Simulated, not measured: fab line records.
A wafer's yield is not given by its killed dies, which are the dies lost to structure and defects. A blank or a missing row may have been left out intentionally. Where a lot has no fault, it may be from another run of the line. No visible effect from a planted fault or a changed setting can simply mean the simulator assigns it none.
A struck lot beside a sound one / flow n5 finfet / 21 steps out of a route of 1938
Sound: wafers L392.3, L392.5, L392.6. Wafers L400.3, L400.4, L400.5 were the ones struck. Last of all comes the cause.
For every step that has rows: the tool of each side, followed by ch and its chambers, followed by its first start. Under that, the readings that differ: sound wafers / struck wafers / difference of the means / sigmas: that difference in standard deviations of wafers without a fault.
alike: words and numbers the same on both sides, and readings whose means are apart by under 2 such deviations; not compared: readings that were withheld, readings missing a value for some wafer, numbers with overlapping values and no deviation given by the record, and bounds like >300 which may hide the same value.
A row with sigmas, a row that says differs or no value, or rows on one side alone: a step with any of these is where the two part. Numbers that don't overlap but have no deviation are shown without sigmas and don't part them. Lack of a reading on every wafer of one side parts them only where that side has two or more wafers.

first, 10 steps without rows for these wafers: N5_BEOL_M0_SAQP_DESCUM_45 (chemistry O2, time 7 s); N5_BEOL_M0_SAQP_ETCH_88 (etches underlayer in N2/H2, target depth 6.5 nm, time 5.2 s); N5_BEOL_M0_SAQP_ETCH_73 (etches SiARC in CF4, target depth 19.5 nm, time 32.5 s); N5_BEOL_M0_SAQP_CUT_ETCH_46 (etches SOC in N2/H2, target depth 135 nm, overetch 27 nm, time 202.5 s); N5_BEOL_M0_SAQP_STRIP_74 (strips in N2/H2); N5_BEOL_M0_SAQP_STRIP_89 (strips in N2/H2); N5_BEOL_M0_SAQP_ALD_48 (deposits SiO2, target thk 20 nm, pulse time 1 s, co reactant pulse time 1 s); N5_BEOL_M0_SAQP_ETCH_49 (etches SiO2 in CF4/O2, target depth 37 nm); N5_BEOL_M0_SAQP_STRIP_75 (strips in CF4); N5_BEOL_M0_CUTY_COAT_50 (time 60 s, resist thk 15 nm).
N5_BEOL_M0_CUTY_COAT_51: resist thk 150 nm.
  sound on litho track-04 ch 0, day 6 08:47; struck on litho track-04 ch 0, day 8 04:07
reading=spin speed rpm (rpm); sound=1500.4 1500.0 1502.6; struck=1570.4 1571.3 1569.6; difference=+69.4; sigmas=+63
reading=model.CAR-ArF-block_of_BEOL_M0_CUTY_COAT_51.thk nm (nm); sound=150.4 150.6 149.8; struck=146.6 146.6 146.4; difference=-3.7; sigmas=
then, 6 steps without rows for these wafers: N5_BEOL_M0_CUTY_EBR_52; N5_BEOL_M0_CUTY_SOFTBAKE_53 (time 60 s); N5_BEOL_M0_CUTY_EXPOSE_54 (exposes mask M0 ABLK); N5_BEOL_M0_CUTY_PEB_55 (peb time 60 s); N5_BEOL_M0_CUTY_DEVELOP_56 (develop time 30 s); N5_BEOL_M0_CUTY_DESCUM_61 (chemistry O2, time 7.9 s).
N5_BEOL_M0_CUTY_ETCH_62: etches SiARC in CF4, time 58.5 s.
  sound on rie diel-04 ch 0,2,3, day 6 09:16; struck on rie diel-04 ch 1,2,3, day 8 05:07
reading=model.CAR-ArF-block_of_BEOL_M0_CUTY_COAT_51.thk nm (nm); sound=119 119 118.2; struck=115.2 114.8 114.8; difference=-3.8; sigmas=
  alike: drypump motor current A, etch rf on time s, oes product au, rf vpp V, showerhead plenum p Torr, throttle valve pct
  not compared: rf hours counter h
then, 1 step without rows for these wafers: N5_BEOL_M0_CUTY_ETCH_63 (etches SOC in N2/H2, target depth 82.7 nm, overetch 16.5 nm, time 124 s).
N5_BEOL_M4_RC_MEAS_101:
  sound on prober-02 ch 0, day 8 05:46; struck on prober-02 ch 0, day 10 03:23
reading=IOFF_P (nA/um); sound=0.20 0.20 0.19; struck=0.23 0.32 0.33; difference=+0.10; sigmas=+2
reading=VT_P (mV); sound=-249 -252 -251; struck=-246 -243 -242; difference=+7; sigmas=+2
  alike: DIBL_N, DIBL_P, IOFF_N, ION_N, ION_P, SS_N, SS_P, VT_N
after that, 1 step had no rows for these wafers: N5_PASSIVATION_PROBE_49.

== WHERE THEY PART ==
Last at N5_BEOL_M4_RC_MEAS_101 as far as this record goes, first at N5_BEOL_M0_CUTY_COAT_51.

WHY: what had been put in by the simulator
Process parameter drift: litho track-04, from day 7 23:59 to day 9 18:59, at N5_BEOL_M0_CUTY_COAT_51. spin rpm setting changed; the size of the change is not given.
